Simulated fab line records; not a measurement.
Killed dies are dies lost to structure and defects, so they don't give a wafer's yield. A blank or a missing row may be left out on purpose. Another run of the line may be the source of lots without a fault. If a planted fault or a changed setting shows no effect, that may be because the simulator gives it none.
A lot that was struck, set against a sound lot / flow nand harc / 15 steps out of a route of 1302
Sound: the wafers L596.3, L596.4, L596.6. Struck: wafers L598.2, L598.3, L598.4. At the end, the cause is stated.
For every step that has rows: the tool of each side, followed by ch and its chambers, followed by its first start. Under that, the readings that differ: sound wafers / struck wafers / difference of the means / sigmas: that difference in standard deviations of wafers without a fault.
alike: readings with means less than 2 such deviations apart, plus words and numbers identical on both sides. not compared: withheld readings, readings lacking a value on some wafer, bounds such as >300 that could conceal the same value, and numbers that have no deviation in the record and whose values overlap.
Wherever a step has rows on one side only, a row that says differs or no value, or a row with sigmas, the two part there. Numbers that don't overlap but have no deviation are shown without sigmas and don't part them. Lack of a reading on every wafer of one side parts them only where that side has two or more wafers.

first, 1 step without rows for these wafers: NHARC_A_CONTACT_DESCUM_13 (chemistry O2, time 3 s).
NHARC_A_CONTACT_ETCH_88: etches the open film in CF4, target depth 39 nm, time 65 s.
  sound on rie diel-03 ch 0,2,3, day 27 07:26; struck on rie diel-03 ch 1,2,3, day 28 09:33
  alike: drypump motor current A, oes product au, rf fwd power W, rf vpp V, showerhead plenum p Torr, throttle valve pct
  not compared: rf hours counter h
then, 1 step without rows for these wafers: NHARC_A_CONTACT_ETCH_89 (etches the open film in N2/H2, target depth 260 nm, time 475.3 s).
NHARC_A_CONTACT_ETCH_30: etches the open film in CF4/CHF3, target depth 72.6 nm, time 36.3 s.
  sound on rie diel-03 ch 0,2; struck on rie diel-03 ch 1,2,3
  alike: drypump motor current A, oes product au, rf fwd power W, rf vpp V, showerhead plenum p Torr, throttle valve pct
  not compared: rf hours counter h
then, 1 step without rows for these wafers: NHARC_A_CONTACT_ETCH_31 (etches the open film in O2/COS, target depth 2800 nm, time 728 s).
NHARC_A_CONTACT_ETCH_134: etches the open film in C4F8/O2/Ar, time 140 s, target depth 700 nm.
  sound on har cap etch-02 ch 0,1, day 27 08:32; struck on har cap etch-03 ch 0,1, day 28 10:37
  not compared: rf hours counter h
then, 4 steps without rows for these wafers: NHARC_A_CONTACT_ETCH_135 (etches the open film in C4F8/O2/Ar, time 311 s, target depth 1912 nm); NHARC_A_CONTACT_ETCH_136 (etches the open film in C4F8/O2/Ar, time 311 s, target depth 1912 nm); NHARC_A_CONTACT_ETCH_137 (etches the open film in C4F8/O2/Ar, time 311 s, target depth 1912 nm); NHARC_A_CONTACT_ETCH_138 (etches the open film in C4F8/O2/Ar, time 311 s, target depth 1914 nm).
NHARC_A_CONTACT_ETCH_139: etches the open film in C4F8/O2/Ar, time 195 s, target depth 840 nm.
  sound on har cap etch-02 ch 0,1, day 27 09:51; struck on har cap etch-03 ch 0,1, day 28 11:55
  not compared: rf hours counter h
NHARC_A_CONTACT_ETCH_92: etches the open film in CH3F/O2, target depth 40 nm, time 85.7 s.
  sound on rie diel-03 ch 0,1,2, day 27 10:20; struck on rie diel-03 ch 1,2,3, day 28 12:26
  alike: ch3f flow sccm, drypump motor current A, oes product au, rf fwd power W, rf vpp V, showerhead plenum p Torr, throttle valve pct
  not compared: rf hours counter h
NHARC_A_CONTACT_ETCH_98: etches the open film in C4F6/O2, target depth 20 nm, time 10 s.
  sound on rie diel-03 ch 0,1, day 27 10:27; struck on rie diel-03 ch 0,1,3, day 28 12:34
reading=oes product au (a.u.); sound=0.958 0.943 0.958; struck=0.743 0.748 0.750; difference=-0.206; sigmas=-10
  alike: drypump motor current A, rf fwd power W, rf vpp V, showerhead plenum p Torr, throttle valve pct
  not compared: rf hours counter h
NHARC_A_CONTACT_CD_MEAS_15:
  struck on cd sem-03, day 28 12:39; sound on cd sem-01, day 27 10:32
  alike: cd nm
NHARC_END_SORT_01:
  the record has rows for the sound wafers here (prober-01 ch 0, day 29 14:19) and none for the struck ones

WHERE THEY PART
At NHARC_A_CONTACT_ETCH_98 first; at NHARC_END_SORT_01 last (within this record only).

WHY: whatever the simulator had introduced
Drift in process parameters on rie diel-03 at NHARC_A_CONTACT_ETCH_98, starting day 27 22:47. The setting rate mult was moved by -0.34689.
